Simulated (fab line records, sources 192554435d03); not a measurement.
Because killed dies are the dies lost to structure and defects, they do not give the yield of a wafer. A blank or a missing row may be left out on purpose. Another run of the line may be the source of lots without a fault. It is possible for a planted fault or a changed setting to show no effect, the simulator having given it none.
fab line records | flow n5_finfet | part 1 of 2: steps 1 to 14 of 25
[record] lots = 5 wafers = 15 last_day = 15
route steps=1938 shown BEOL_M8@1365
lots untouched by any fault: they come from a run of this same line in which no faults occurred
start_h: start of the lot's first displayed wafer, in hours after the record's first day | wait_h: time in hours since the lot's previous step | " same as the row above | L1.1+2: a row that stands for several wafers | - either no value or no given start | * or withheld: withheld | < > ~ a bound
route shown NAME@n: a module of which the file shows steps, and the number in the route of the first | usual: mean and standard deviation over wafers with no fault | same: alike in all rows | chamber/n: place in a boat | sites: each site's reading | _std_site: standard deviation of those values | _edge_site: inner sites' mean taken away from outer sites' mean | radius_mm: for every site, how far away it sits from the centre of the wafer | mask NAME#n: copy n | behind: the tool/chamber that last shaped the wafer | hold: cause of the lot's hold/its duration in hours/its outcome | device: whichever transistor did not switch (one of n, p or np) | end of line: the same wafers' tests at the end of the route | a step given without rows: its recipe and nothing more | killed: dies lost to structure and defects at the first sort, not the wafer's yield | map: shows each die of a wafer: x if killed, . if not, _ if none is there
set.NAME: setting as actually run; set.NAME@STEP: the setting as run at that earlier step | model.NAME: the simulator's own value behind a step, which no gauge read
lots seen at some steps along the route; tables by step, rows by wafer
services: a tool's chamber out of use, with start hour (start_h, from the record's first day; less than 0 if before it), hours out, and reason
[[steps]]
[step N5_BEOL_M8_CD_MEAS_28]
[recipe] target_cd_nm = 40 landing_energy_ev = 500 detector = se_inlens
[usual] cd_nm = 39.83/0.23
// columns lot.wafer tool chamber start_h wait_h cd_nm
L074.1 cd_sem-02 0 195.63 - 40.15
L074.4 " 0 " " 39.98
L074.6 " 0 " " 39.75
L076.1 cd_sem-03 0 218.71 - 39.62
L076.2 " 0 " " 39.98
L076.5 " 0 " " 39.79
L078.2 cd_sem-01 0 220.71 - 39.62
L078.4 " 0 " " 39.72
L078.6 " 0 " " 39.84
L086.1 cd_sem-03 0 280.90 - 39.92
L086.4 " 0 " " 39.78
L086.6 " 0 " " 40.10
L087.1 cd_sem-02 0 292.16 - 39.54
L087.5 " 0 " " 39.20
L087.6 " 0 " " 39.36
[step N5_BEOL_M8_OVL_MEAS_29]
[recipe] points_per_wafer = 522
[usual] V7_OVL = 0.2/0.71
// columns lot.wafer tool chamber start_h wait_h V7_OVL[nm]
L074.1 overlay-01 0 195.66 0.0 -0.2
L074.4 " 0 " " 0.4
L074.6 " 0 " " -0.4
L076.1 overlay-02 0 218.74 0.0 0.0
L076.2 " 0 " " 0.2
L076.5 " 0 " " 0.7
L078.2 overlay-02 0 220.75 0.0 0.1
L078.4 " 0 " " -0.6
L078.6 " 0 " " -0.9
L086.1 overlay-02 0 280.93 0.0 -0.3
L086.4 " 0 " " -1.4
L086.6 " 0 " " -0.5
L087.1 overlay-02 0 292.19 0.0 0.0
L087.5 " 0 " " 0.6
L087.6 " 0 " " 0.7
[step N5_BEOL_M8_INSPECT_30]
[recipe] mode = adi inspect_instrument = brightfield
[usual] raw_defect_count = 403/84
// columns lot.wafer tool chamber start_h wait_h raw_defect_count
L074.1 defect_inspect-02 - 195.72 0.1 409
L074.4 " - " " 382
L074.6 " - " " 427
L076.1 defect_inspect-01 - 218.80 0.1 443
L076.2 " - " " 422
L076.5 " - " " 367
L078.2 defect_inspect-02 - 220.80 0.0 379
L078.4 " - " " 337
L078.6 " - " " 396
L086.1 defect_inspect-01 - 280.99 0.1 516
L086.4 " - " " 391
L086.6 " - " " 340
L087.1 defect_inspect-02 - 292.25 0.1 262
L087.5 " - " " 364
L087.6 " - " " 279
[step N5_BEOL_M8_DESCUM_33]
[recipe] chemistry = O2 time_s = 7 source_power_w = 50 bias_power_w = 20 pressure_mtorr = 20 rf_frequency_hz = 2.712e+07 temp_c = 40 resist = CAR-EUV o2_flow_sccm = 225
[usual] chamber_pressure_mTorr = 20.001/0.019 drypump_motor_current_A = 5.9/0.52 o2_flow_sccm = 225.0/0.74 oes_product_au = 0.80/0.047 rf_vpp_V = 243.6/1.3 showerhead_plenum_p_Torr = 2.10/0.067 throttle_valve_pct = 20.52/0.26
// columns lot.wafer tool chamber start_h wait_h chamber_pressure_mTorr drypump_motor_current_A o2_flow_sccm oes_product_au rf_hours_counter_h rf_vpp_V showerhead_plenum_p_Torr throttle_valve_pct
L074.1 rie_diel-01 1 195.85 0.1 19.975 6.0 225.3 0.85 79 242.8 2.04 20.89
L074.4 " 0 " " 19.968 5.2 223.5 0.81 89 245.2 2.12 20.17
L074.6 " 3 " " 20.007 5.5 225.6 0.80 - 244.8 2.09 20.61
L076.1 rie_diel-03 2 218.84 0.0 19.992 5.8 224.9 0.75 171 242.1 2.00 20.45
L076.2 " 1 " " 20.008 6.6 225.7 0.78 127 243.0 2.10 20.86
L076.5 " 1 " " 19.994 6.6 225.3 0.77 - 245.3 2.10 20.89
L078.2 rie_diel-06 2 220.83 0.0 20.002 5.1 226.2 0.72 180 241.7 2.00 20.64
L078.4 " 3 " " 20.003 6.8 225.6 0.87 57 244.0 2.20 20.36
L078.6 " 1 " " 20.024 5.7 225.5 0.85 - 243.9 2.14 20.52
L086.1 rie_diel-01 0 281.03 0.0 20.020 5.2 224.1 0.78 118 242.2 2.11 20.23
L086.4 " 1 " " 19.996 6.0 226.3 0.82 108 243.1 2.03 20.93
L086.6 " 3 " " 19.981 5.5 223.7 0.78 - 243.7 2.08 20.64
L087.1 rie_diel-03 3 292.34 0.1 19.991 5.2 225.4 0.82 103 245.4 2.20 20.59
L087.5 " 3 " " 19.987 5.3 225.0 0.82 - 244.8 2.20 20.60
L087.6 " 2 " " 20.005 5.7 223.5 0.75 - 242.4 1.99 20.51
[step N5_BEOL_M8_ETCH_72]
[recipe] chemistry = N2/H2 target = underlayer target_depth_a = 65 mask_material = CAR-EUV time_s = 5.2 ion_energy_ev = 200 pressure_mtorr = 30 source_w = 840 bias_w = 150 n2_flow_sccm = 200 h2_flow_sccm = 200 ends = cleared
[usual] chamber_pressure_mTorr = 30.00/0.042 drypump_motor_current_A = 5.9/0.52 etch_rf_on_time_s = 5.21/0.13 oes_product_au = 0.68/0.039 rf_vpp_V = 524.3/2.5 showerhead_plenum_p_Torr = 2.56/0.087 throttle_valve_pct = 17.97/0.27
// columns lot.wafer tool chamber start_h wait_h chamber_pressure_mTorr drypump_motor_current_A etch_rf_on_time_s oes_product_au rf_hours_counter_h rf_vpp_V showerhead_plenum_p_Torr throttle_valve_pct
L074.1 rie_diel-01 1 195.89 0.0 29.98 6.0 5.10 0.73 79 522.1 2.45 18.18
L074.4 " 0 " " 29.96 5.2 5.23 0.70 89 524.5 2.56 17.47
L074.6 " 3 " " 30.02 5.5 5.32 0.67 - 524.7 2.56 18.22
L076.1 rie_diel-03 2 218.87 0.0 29.96 5.8 5.15 0.65 171 520.4 2.43 17.83
L076.2 " 1 " " 29.96 6.6 5.15 0.66 127 523.6 2.56 18.41
L076.5 " 1 " " 30.04 6.6 5.18 0.67 - 523.7 2.56 18.41
L078.2 rie_diel-06 2 220.87 0.0 29.91 5.1 5.23 0.61 180 519.3 2.43 18.00
L078.4 " 3 " " 29.94 6.8 5.02 0.75 57 527.8 2.69 17.83
L078.6 " 1 " " 29.98 5.7 5.07 0.74 - 523.2 2.57 17.82
L086.1 rie_diel-01 0 281.06 0.0 29.96 5.3 5.24 0.67 118 524.6 2.55 17.53
L086.4 " 1 " " 30.00 6.0 5.12 0.70 108 521.1 2.44 18.21
L086.6 " 3 " " 30.06 5.5 5.30 0.66 - 524.7 2.55 18.28
L087.1 rie_diel-03 3 292.37 0.0 30.07 5.3 4.88 0.71 103 529.1 2.69 18.19
L087.5 " 3 " " 30.06 5.3 4.95 0.72 - 527.2 2.69 18.20
L087.6 " 2 " " 30.01 5.8 5.17 0.63 - 518.4 2.42 17.90
[step N5_BEOL_M8_ETCH_65]
[recipe] chemistry = CF4 target = SiARC target_depth_a = 156 mask_material = CAR-EUV time_s = 26 ion_energy_ev = 80 pressure_mtorr = 40 source_w = 545 bias_w = 36 Ar_flow_sccm = 100 cf4_flow_sccm = 100 ends = cleared
[usual] chamber_pressure_mTorr = 40.00/0.036 drypump_motor_current_A = 5.9/0.52 etch_rf_on_time_s = 26.1/0.63 oes_product_au = 0.68/0.039 rf_vpp_V = 184.2/1.2 showerhead_plenum_p_Torr = 2.16/0.072 throttle_valve_pct = 15.69/0.19
// columns lot.wafer tool chamber start_h wait_h chamber_pressure_mTorr drypump_motor_current_A etch_rf_on_time_s oes_product_au rf_hours_counter_h rf_vpp_V showerhead_plenum_p_Torr throttle_valve_pct
L074.1 rie_diel-01 1 195.90 0.0 39.96 6.0 25.7 0.73 79 181.6 2.08 15.91
L074.4 " 0 " " 39.93 5.2 26.3 0.70 89 184.7 2.18 15.41
L074.6 " 3 " " 39.98 5.5 26.4 0.68 - 185.6 2.16 15.83
L076.1 rie_diel-03 2 218.89 0.0 39.95 5.7 26.2 0.64 171 183.2 2.06 15.69
L076.2 " 1 " " 40.00 6.6 25.9 0.66 127 183.9 2.14 15.92
L076.5 " 1 " " 39.97 6.5 26.0 0.65 - 183.4 2.14 15.90
L078.2 rie_diel-06 2 220.88 0.0 40.01 5.1 26.4 0.61 180 183.1 2.04 15.77
L078.4 " 3 " " 39.94 6.8 25.4 0.74 57 185.2 2.25 15.54
L078.6 " 1 " " 39.92 5.7 25.4 0.74 - 184.9 2.18 15.61
L086.1 rie_diel-01 0 281.08 0.0 40.03 5.3 26.3 0.68 118 184.4 2.17 15.45
L086.4 " 1 " " 40.03 6.0 26.0 0.69 108 182.3 2.07 15.96
L086.6 " 3 " " 40.01 5.6 26.6 0.65 - 184.2 2.15 15.87
L087.1 rie_diel-03 3 292.39 0.0 40.03 5.2 25.2 0.71 103 184.8 2.26 15.74
L087.5 " 3 " " 40.01 5.3 25.2 0.70 - 185.8 2.26 15.76
L087.6 " 2 " " 40.00 5.7 26.3 0.63 - 182.0 2.05 15.73
[step N5_BEOL_M8_ETCH_66]
[recipe] chemistry = N2/H2 target = SOC target_depth_a = 800 overetch_a = 160 mask_material = SiARC temp_c = 40 time_s = 120 ion_energy_ev = 200 pressure_mtorr = 30 source_w = 840 bias_w = 150 n2_flow_sccm = 200 h2_flow_sccm = 200
[usual] chamber_pressure_mTorr = 30.001/0.028 drypump_motor_current_A = 5.9/0.52 oes_product_au = 0.61/0.034 rf_vpp_V = 524.3/2.5 showerhead_plenum_p_Torr = 2.56/0.087 throttle_valve_pct = 17.93/0.27
// columns lot.wafer tool chamber start_h wait_h chamber_pressure_mTorr drypump_motor_current_A oes_product_au rf_hours_counter_h rf_vpp_V showerhead_plenum_p_Torr throttle_valve_pct
L074.1 rie_diel-01 1 195.93 0.0 29.972 6.0 0.65 79 520.2 2.45 18.10
L074.4 " 0 " " 29.985 5.2 0.63 89 524.4 2.56 17.43
L074.6 " 3 " " 29.981 5.5 0.61 - 525.4 2.56 18.17
L076.1 rie_diel-03 2 218.92 0.0 29.952 5.7 0.58 171 521.6 2.43 17.79
L076.2 " 1 " " 29.981 6.6 0.60 127 525.2 2.56 18.37
L076.5 " 1 " " 29.984 6.6 0.59 - 523.2 2.56 18.34
L078.2 rie_diel-06 2 220.91 0.0 30.016 5.1 0.56 180 519.6 2.43 17.96
L078.4 " 3 " " 29.977 6.8 0.66 57 528.3 2.69 17.81
L078.6 " 1 " " 29.989 5.7 0.66 - 525.9 2.57 17.80
L086.1 rie_diel-01 0 281.11 0.0 29.994 5.3 0.61 118 523.4 2.55 17.48
L086.4 " 1 " " 30.028 6.0 0.63 108 522.8 2.44 18.15
L086.6 " 3 " " 29.965 5.5 0.59 - 524.7 2.55 18.23
L087.1 rie_diel-03 3 292.42 0.0 29.940 5.3 0.62 103 526.7 2.69 18.13
L087.5 " 3 " " 29.991 5.3 0.62 - 526.7 2.69 18.15
L087.6 " 2 " " 30.056 5.7 0.57 - 522.0 2.42 17.83
[step N5_BEOL_M8_STRIP_69]
[recipe] chemistry = N2/H2 temp_c = 40 n2_flow_sccm = 200 h2_flow_sccm = 200 rf_frequency_hz = 6e+07
// columns lot.wafer tool chamber start_h wait_h
L074.1+4+6 rie_diel-01 1,0,3 196.01 0.0
L076.1+2+5 rie_diel-03 2,1,1 219.00 0.0
L078.2+4+6 rie_diel-06 2,3,1 220.99 0.0
L086.1+4+6 rie_diel-01 0,1,3 281.19 0.0
L087.1+5+6 rie_diel-03 3,3,2 292.50 0.0
[step N5_BEOL_M8_STRIP_73]
[recipe] chemistry = N2/H2 temp_c = 40 n2_flow_sccm = 200 h2_flow_sccm = 200 rf_frequency_hz = 6e+07
// columns lot.wafer tool chamber start_h wait_h
L074.1+4+6 rie_diel-01 1,0,3 196.02 0.0
L076.1+2+5 rie_diel-03 2,1,1 219.01 0.0
L078.2+4+6 rie_diel-06 2,3,1 221.00 0.0
L086.1+4+6 rie_diel-01 0,1,3 281.20 0.0
L087.1+5+6 rie_diel-03 3,3,2 292.51 0.0
[step N5_BEOL_M8_VIA_ETCH_34]
[recipe] chemistry = C4F6/O2 target = SiCOH_lowk target_depth_a = 1255 mask_material = SOC taper_deg = 4 time_s = 50.5 ion_energy_ev = 250 pressure_mtorr = 30 source_w = 345 bias_w = 185 Ar_flow_sccm = 300 C4F6_flow_sccm = 10 O2_flow_sccm = 10
[usual] chamber_pressure_mTorr = 30.000/0.028 drypump_motor_current_A = 5.9/0.52 oes_product_au = 0.80/0.046 rf_vpp_V = 669/12 showerhead_plenum_p_Torr = 2.87/0.092 throttle_valve_pct = 21.03/0.23
// columns lot.wafer tool chamber start_h wait_h chamber_pressure_mTorr drypump_motor_current_A oes_product_au rf_hours_counter_h rf_vpp_V showerhead_plenum_p_Torr throttle_valve_pct
L074.1 rie_diel-01 1 196.03 0.0 29.982 6.0 0.86 79 651 2.78 21.37
L074.4 " 0 " " 29.966 5.2 0.81 89 674 2.89 20.71
L074.6 " 3 " " 29.987 5.6 0.80 - 674 2.87 21.19
L076.1 rie_diel-03 2 219.02 0.0 29.990 5.8 0.76 171 680 2.75 21.06
L076.2 " 1 " " 29.982 6.6 0.77 127 653 2.85 21.31
L076.5 " 1 " " 30.036 6.6 0.77 - 652 2.85 21.31
L078.2 rie_diel-06 2 221.01 0.0 29.987 5.1 0.71 180 655 2.71 20.97
L078.4 " 3 " " 30.028 6.7 0.86 57 673 2.99 20.83
L078.6 " 1 " " 30.025 5.7 0.86 - 661 2.89 20.92
L086.1 rie_diel-01 0 281.21 0.0 30.029 5.2 0.80 118 673 2.88 20.74
L086.4 " 1 " " 29.960 6.0 0.83 108 649 2.77 21.42
L086.6 " 3 " " 29.971 5.5 0.76 - 673 2.85 21.22
L087.1 rie_diel-03 3 292.52 0.0 30.036 5.3 0.82 103 680 3.01 21.13
L087.5 " 3 " " 30.001 5.3 0.81 - 682 3.01 21.14
L087.6 " 2 " " 29.953 5.8 0.74 - 679 2.74 21.10
[step N5_BEOL_M8_STRIP_76]
[recipe] chemistry = C4F6/O2 resist = SiARC rf_frequency_hz = 6e+07
// columns lot.wafer tool chamber start_h wait_h
L074.1+4+6 rie_diel-01 1,0,3 196.07 0.0
L076.1+2+5 rie_diel-03 2,1,1 219.06 0.0
L078.2+4+6 rie_diel-06 2,3,1 221.06 0.0
L086.1+4+6 rie_diel-01 0,1,3 281.25 0.0
L087.1+5+6 rie_diel-03 3,3,2 292.56 0.0
[step N5_BEOL_M8_STRIP_36]
[recipe] chemistry = N2/H2 power_w = 450 temp_c = 40 pressure_mtorr = 20 rf_frequency_hz = 6e+07 overash_fraction = 0.3 bias_power_w = 7 h2_frac = 0.5 n2_flow_sccm = 200 h2_flow_sccm = 200
[usual] chamber_pressure_mTorr = 20.00/0.033 drypump_motor_current_A = 5.9/0.52 oes_product_au = 0.80/0.047 rf_vpp_V = 59.2/1.5 showerhead_plenum_p_Torr = 2.56/0.087 throttle_valve_pct = 23.8/0.38
// columns lot.wafer tool chamber start_h wait_h chamber_pressure_mTorr drypump_motor_current_A oes_product_au rf_hours_counter_h rf_vpp_V showerhead_plenum_p_Torr throttle_valve_pct
L074.1 rie_diel-01 1 196.08 0.0 19.99 6.0 0.85 79 57.8 2.45 24.0
L074.4 " 0 " " 20.04 5.2 0.81 89 56.1 2.55 23.3
L074.6 " 3 " " 19.96 5.5 0.80 - 58.0 2.55 24.3
L076.1 rie_diel-03 2 219.07 0.0 20.00 5.8 0.76 171 56.6 2.43 23.5
L076.2 " 1 " " 19.93 6.6 0.76 127 61.2 2.56 24.4
L076.5 " 1 " " 19.92 6.6 0.78 - 58.7 2.56 24.5
L078.2 rie_diel-06 2 221.07 0.0 19.98 5.1 0.71 180 60.3 2.42 23.7
L078.4 " 3 " " 19.97 6.8 0.88 57 57.4 2.69 23.7
L078.6 " 1 " " 19.94 5.7 0.85 - 59.7 2.57 23.6
L086.1 rie_diel-01 0 281.26 0.0 19.97 5.2 0.79 118 59.8 2.54 23.2
L086.4 " 1 " " 19.99 6.0 0.82 108 62.3 2.44 24.0
L086.6 " 3 " " 20.00 5.5 0.78 - 61.2 2.54 24.4
L087.1 rie_diel-03 3 292.57 0.0 20.03 5.3 0.82 103 56.9 2.68 24.3
L087.5 " 3 " " 20.02 5.3 0.81 - 57.5 2.68 24.3
L087.6 " 2 " " 19.96 5.7 0.73 - 57.1 2.42 23.6
[step N5_BEOL_M8_TRENCH_ETCH_37]
[recipe] chemistry = C4F6/O2 target_depth_a = 934.78 target = SiCOH_lowk time_s = 31.2 ion_energy_ev = 250 pressure_mtorr = 30 source_w = 345 bias_w = 185 Ar_flow_sccm = 300 C4F6_flow_sccm = 10 O2_flow_sccm = 10
[usual] chamber_pressure_mTorr = 29.998/0.027 drypump_motor_current_A = 5.9/0.52 oes_product_au = 0.80/0.047 rf_vpp_V = 669/12 showerhead_plenum_p_Torr = 2.87/0.092 throttle_valve_pct = 21.06/0.23
// columns lot.wafer tool chamber start_h wait_h chamber_pressure_mTorr drypump_motor_current_A oes_product_au rf_hours_counter_h rf_vpp_V showerhead_plenum_p_Torr throttle_valve_pct
L074.1 rie_diel-01 1 - - 29.974 6.0 0.85 79 651 2.78 21.41
L074.4 " 0 " " 30.013 5.2 0.81 89 674 2.89 20.73
L074.6 " 3 " " 29.979 5.5 0.79 - 672 2.87 21.18
L076.1 rie_diel-03 2 - - 30.009 5.8 0.77 172 681 2.75 21.09
L076.2 " 1 " " 30.011 6.6 0.77 127 653 2.85 21.34
L076.5 " 1 " " 29.974 6.6 0.77 - 652 2.85 21.32
L078.2 rie_diel-06 2 - - 30.042 5.1 0.71 180 655 2.71 21.01
L078.4 " 3 " " 29.972 6.8 0.86 57 671 2.99 20.88
L078.6 " 1 " " 29.991 5.7 0.87 - 660 2.89 20.95
L086.1 rie_diel-01 0 - - 29.997 5.2 0.79 118 674 2.88 20.77
L086.4 " 1 " " 29.933 6.0 0.83 108 650 2.77 21.45
L086.6 " 3 " " 29.971 5.5 0.77 - 674 2.85 21.23
L087.1 rie_diel-03 3 - - 29.976 5.2 0.81 103 682 3.01 21.19
L087.5 " 3 " " 30.000 5.3 0.81 - 681 3.01 21.18
L087.6 " 2 " " 30.003 5.8 0.74 - 680 2.74 21.14
[step N5_BEOL_M8_ETCH_41]
[recipe] chemistry = CH3F/O2 target = SiCN target_depth_a = 319 taper_deg = 2 time_s = 57.8 ion_energy_ev = 120 mask_material = TiN pressure_mtorr = 30 source_w = 395 bias_w = 75 Ar_flow_sccm = 150 CH3F_flow_sccm = 30 O2_flow_sccm = 20
[usual] chamber_pressure_mTorr = 30.000/0.028 drypump_motor_current_A = 5.9/0.52 oes_product_au = 0.80/0.046 rf_vpp_V = 297.6/1.7 showerhead_plenum_p_Torr = 2.02/0.067 throttle_valve_pct = 16.41/0.21
// columns lot.wafer tool chamber start_h wait_h chamber_pressure_mTorr drypump_motor_current_A oes_product_au rf_hours_counter_h rf_vpp_V showerhead_plenum_p_Torr throttle_valve_pct
L074.1 rie_diel-01 1 - - 29.952 6.0 0.85 79 295.7 1.95 16.69
L074.4 " 0 " " 30.009 5.2 0.81 90 297.1 2.03 16.07
L074.6 " 3 " " 29.991 5.5 0.79 - 298.2 2.01 16.51
L076.1 rie_diel-03 2 - - 29.999 5.8 0.76 172 296.9 1.93 16.47
L076.2 " 1 " " 30.004 6.6 0.77 127 297.5 2.00 16.66
L076.5 " 1 " " 29.950 6.6 0.77 - 297.7 2.00 16.67
L078.2 rie_diel-06 2 - - 30.019 5.1 0.71 180 296.6 1.90 16.47
L078.4 " 3 " " 30.002 6.8 0.86 57 299.6 2.11 16.25
L078.6 " 1 " " 30.017 5.7 0.87 - 298.5 2.04 16.33
L086.1 rie_diel-01 0 - - 29.988 5.2 0.79 118 296.6 2.02 16.14
L086.4 " 1 " " 29.968 6.0 0.82 108 295.5 1.94 16.74
L086.6 " 3 " " 29.952 5.6 0.76 - 297.7 2.00 16.58
L087.1 rie_diel-03 3 - - 29.963 5.2 0.82 103 298.3 2.11 16.47
L087.5 " 3 " " 30.006 5.2 0.81 - 299.0 2.12 16.47
L087.6 " 2 " " 29.994 5.7 0.74 - 294.5 1.92 16.52
